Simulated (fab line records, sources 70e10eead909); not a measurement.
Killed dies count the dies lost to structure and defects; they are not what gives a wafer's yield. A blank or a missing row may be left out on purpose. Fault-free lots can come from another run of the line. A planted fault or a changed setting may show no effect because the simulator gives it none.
A struck lot beside a sound one -- flow nandHarc -- 24 steps out of a route of 1159
Sound: these wafers, L726.3, L726.5, L726.6. Struck: wafers L734.1, L734.4, L734.6. Last of all comes the cause.
Per side, at each step with rows, come the tool, then ch with its chambers, and then its first start. Under that, the readings that differ: sound wafers -- struck wafers -- difference of the means -- sigmas: that difference in standard deviations of wafers without a fault.
alike: same words and numbers on both sides, and readings whose means sit less than 2 such deviations apart. not compared: any withheld reading, any reading some wafer has no value for, any bound like >300 that may hide the same value, and any number with overlapping values for which the record gives no deviation.
A row with sigmas, a row that says differs or no value, or rows on one side alone: a step with any of these is where the two part. Numbers that have no deviation but don't overlap get no sigmas and don't part them. A reading that every wafer of one side lacks parts them only if that side has two wafers or more.

first, 2 steps without rows for these wafers: NHARC_A_WL_FILL_PRECLEAN_30 (cleans in dHF, time 10 s); NHARC_A_WL_FILL_SRD_14.
NHARC_A_WL_FILL_ALD_19: deposits TiN, target thk 2 nm, pulse time 3 s, ald cycles 100.
  sound on aldMetal-01 ch 0,1, day 16 08:54; struck on aldMetal-03 ch 0,1,3, day 18 03:54
  alike: heaterPowerW, precursorPulseHeightRel
NHARC_A_WL_FILL_CVD_20: deposits W, target thk 75 nm, time 5064 s.
  sound on cvdW-02 ch 0,1; struck on cvdW-01 ch 0,1
  alike: heaterPowerW, throttleValvePct
NHARC_A_WL_FILL_CMP_12: polishes, t overpolish 30 s, target thk 75 nm.
  sound on cmp-02 ch 1,2, day 16 14:12; struck on cmp-02 ch 0,3, day 18 11:19
  alike: edgeZonePressureFrac, motorCurrentA, overpolishRunS, timeToEndpointS
after that, 1 step had no rows for these wafers: NHARC_A_WL_FILL_SRD_31.
NHARC_A_WL_FILL_INSPECT_15:
  sound on defectInspect-02, day 16 14:39; struck on defectInspect-02, day 18 11:47
  alike: rawDefectCount
NHARC_A_CONTACT_DEP_24: deposits SiO2, target thk 500 nm.
  sound on pecvd-02 ch 0,1, day 16 14:46; struck on pecvd-03 ch 0,1, day 18 11:59
  alike: heaterPowerW, mfcPrecursorSccm, throttleValvePct
NHARC_A_CONTACT_DEP_28: deposits aC, target thk 3600 nm.
  sound on aclDep-03 ch 0, day 16 16:28; struck on aclDep-02 ch 0, day 18 14:00
  alike: throttleValvePct
NHARC_A_CONTACT_DEP_29: deposits SiON, target thk 70 nm.
  sound on pecvd-02 ch 0,2, day 16 18:00; struck on pecvd-03 ch 0,1,2, day 18 16:16
  alike: heaterPowerW
then, 10 steps without rows for these wafers: NHARC_A_CONTACT_DEHYDRATE_32 (time 120 s); NHARC_A_CONTACT_HMDS_33 (time 30 s); NHARC_A_CONTACT_COAT_34 (time 75 s); NHARC_A_CONTACT_COAT_35 (time 65 s); NHARC_A_CONTACT_COAT_36 (resist thk 90 nm); NHARC_A_CONTACT_SOFTBAKE_37 (time 55 s); NHARC_A_CONTACT_EBR_38; NHARC_A_CONTACT_EXPOSE_39 (exposes mask A CC 3); NHARC_A_CONTACT_PEB_40 (peb time 65 s); NHARC_A_CONTACT_DEVELOP_41 (develop time 35 s).
NHARC_A_CONTACT_CD_MEAS_42 targets a cd of 200 nm.
  sound on cdSem-02 ch 0, day 16 18:43; struck on cdSem-02 ch 0, day 18 16:58
  alike: cdNm
NHARC_A_CONTACT_OVL_MEAS_43:
  sound on overlay-02, day 16 18:49; struck on overlay-02, day 18 17:03
  alike: overlayXNm, overlayYNm
NHARC_A_CONTACT_INSPECT_44:
  sound on defectInspect-02, day 16 18:50; struck on defectInspect-01, day 18 17:16
reading,sound,struck,difference,sigmas
rawDefectCount,6 9 11,849 852 806,+827,+83
  not compared: hold
NHARC_END_SORT_01:
  the record has rows for the sound wafers here (prober-02 ch 0, day 19 21:43) and none for the struck ones

WHERE THEY PART
At NHARC_A_CONTACT_INSPECT_44 first; at NHARC_END_SORT_01 last (within this record only).

WHY: whatever the simulator had introduced
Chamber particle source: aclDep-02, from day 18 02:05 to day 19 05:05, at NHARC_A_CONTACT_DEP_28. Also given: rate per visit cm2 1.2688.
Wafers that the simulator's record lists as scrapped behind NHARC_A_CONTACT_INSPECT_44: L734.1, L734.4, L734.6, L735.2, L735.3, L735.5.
